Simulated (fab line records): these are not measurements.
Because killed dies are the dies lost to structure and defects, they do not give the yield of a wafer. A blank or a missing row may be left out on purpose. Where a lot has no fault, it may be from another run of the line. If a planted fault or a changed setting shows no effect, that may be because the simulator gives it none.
Chamber matching || flow n5-finfet || N5_BEOL_M6_DEP_56 on pecvd-03 has 3 sister chambers
The step deposits SiCN from 3MS/NH3, target thk 10 nm, time 17.5 s. 18 wafers are shown with their chamber, then 9 later ones without.

## EACH WAFER AND ITS CHAMBER
{"wafer": "L484.1", "chamber": 0, "showerhead-plenum-p-Torr (Torr)": 3.681, "throttle-valve-pct (%)": 9.5}
{"wafer": "L484.2", "chamber": 2, "showerhead-plenum-p-Torr (Torr)": 3.660, "throttle-valve-pct (%)": 9.2}
{"wafer": "L484.6", "chamber": 0, "showerhead-plenum-p-Torr (Torr)": 3.680, "throttle-valve-pct (%)": 9.6}
{"wafer": "L485.2", "chamber": 1, "showerhead-plenum-p-Torr (Torr)": 3.655, "throttle-valve-pct (%)": 9.3}
{"wafer": "L485.3", "chamber": 0, "showerhead-plenum-p-Torr (Torr)": 3.679, "throttle-valve-pct (%)": 9.5}
{"wafer": "L485.4", "chamber": 2, "showerhead-plenum-p-Torr (Torr)": 3.657, "throttle-valve-pct (%)": 9.1}
{"wafer": "L487.2", "chamber": 0, "showerhead-plenum-p-Torr (Torr)": 3.680, "throttle-valve-pct (%)": 10.0}
{"wafer": "L487.3", "chamber": 2, "showerhead-plenum-p-Torr (Torr)": 3.657, "throttle-valve-pct (%)": 9.3}
{"wafer": "L487.4", "chamber": 1, "showerhead-plenum-p-Torr (Torr)": 3.661, "throttle-valve-pct (%)": 9.2}
{"wafer": "L486.2", "chamber": 1, "showerhead-plenum-p-Torr (Torr)": 3.661, "throttle-valve-pct (%)": 9.3}
{"wafer": "L486.3", "chamber": 2, "showerhead-plenum-p-Torr (Torr)": 3.667, "throttle-valve-pct (%)": 9.1}
{"wafer": "L486.5", "chamber": 0, "showerhead-plenum-p-Torr (Torr)": 3.677, "throttle-valve-pct (%)": 9.5}
{"wafer": "L488.1", "chamber": 2, "showerhead-plenum-p-Torr (Torr)": 3.665, "throttle-valve-pct (%)": 9.3}
{"wafer": "L488.2", "chamber": 0, "showerhead-plenum-p-Torr (Torr)": 3.676, "throttle-valve-pct (%)": 9.5}
{"wafer": "L488.4", "chamber": 1, "showerhead-plenum-p-Torr (Torr)": 3.668, "throttle-valve-pct (%)": 9.5}
{"wafer": "L497.2", "chamber": 2, "showerhead-plenum-p-Torr (Torr)": 3.648, "throttle-valve-pct (%)": 9.5}
{"wafer": "L497.4", "chamber": 0, "showerhead-plenum-p-Torr (Torr)": 3.678, "throttle-valve-pct (%)": 9.3}
{"wafer": "L497.6", "chamber": 1, "showerhead-plenum-p-Torr (Torr)": 3.669, "throttle-valve-pct (%)": 9.6}

SIGNATURES, as means of the wafers listed above
{"reading": "showerhead-plenum-p-Torr", "chamber 0": 3.67871, "chamber 1": 3.66280, "chamber 2": 3.65900, "scatter within a chamber": 0.00505}
{"reading": "throttle-valve-pct", "chamber 0": 9.557, "chamber 1": 9.380, "chamber 2": 9.250, "scatter within a chamber": 0.183}
Rule: a wafer lies at a distance from a chamber equal to the root of the sum of squares, over the readings, of (its reading less the chamber's mean, divided by the reading's scatter). If the next closest chamber is less than 2 further off than the closest, the wafer can't be placed; otherwise it belongs to the closest. The scatter: take each reading less its chamber's mean, square it, sum over the shown wafers, divide by the number of wafers less the number of chambers, and take the root.

## WAFERS WITH NO CHAMBER GIVEN
{"wafer": "L496.1", "showerhead-plenum-p-Torr (Torr)": 3.659, "throttle-valve-pct (%)": 9.4}
{"wafer": "L496.2", "showerhead-plenum-p-Torr (Torr)": 3.657, "throttle-valve-pct (%)": 9.3}
{"wafer": "L496.3", "showerhead-plenum-p-Torr (Torr)": 3.679, "throttle-valve-pct (%)": 9.3}
{"wafer": "L491.3", "showerhead-plenum-p-Torr (Torr)": 3.671, "throttle-valve-pct (%)": 9.7}
{"wafer": "L491.4", "showerhead-plenum-p-Torr (Torr)": 3.665, "throttle-valve-pct (%)": 9.4}
{"wafer": "L491.5", "showerhead-plenum-p-Torr (Torr)": 3.664, "throttle-valve-pct (%)": 9.4}
{"wafer": "L502.1", "showerhead-plenum-p-Torr (Torr)": 3.679, "throttle-valve-pct (%)": 9.7}
{"wafer": "L502.3", "showerhead-plenum-p-Torr (Torr)": 3.659, "throttle-valve-pct (%)": 9.8}
{"wafer": "L502.6", "showerhead-plenum-p-Torr (Torr)": 3.653, "throttle-valve-pct (%)": 9.5}

## EACH ONE'S CHAMBER
{"wafer": "L496.1", "from the rows above": "can't be placed: 1 or 2", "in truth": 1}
{"wafer": "L496.2", "from the rows above": "can't be placed: 2 or 1", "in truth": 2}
{"wafer": "L496.3", "from the rows above": "can't be placed: 0 or 1", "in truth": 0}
{"wafer": "L491.3", "from the rows above": "can't be placed: 0 or 1 or 2", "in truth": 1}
{"wafer": "L491.4", "from the rows above": "can't be placed: 1 or 2", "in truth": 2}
{"wafer": "L491.5", "from the rows above": "can't be placed: 1 or 2", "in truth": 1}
{"wafer": "L502.1", "from the rows above": 0, "in truth": 0}
{"wafer": "L502.3", "from the rows above": "can't be placed: 1 or 2 or 0", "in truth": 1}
{"wafer": "L502.6", "from the rows above": "can't be placed: 2 or 1", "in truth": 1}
Placed correctly: 1 of 9. Not placeable from these rows: 8 (in 8, the candidates include the true chamber). 0 placed wrongly.
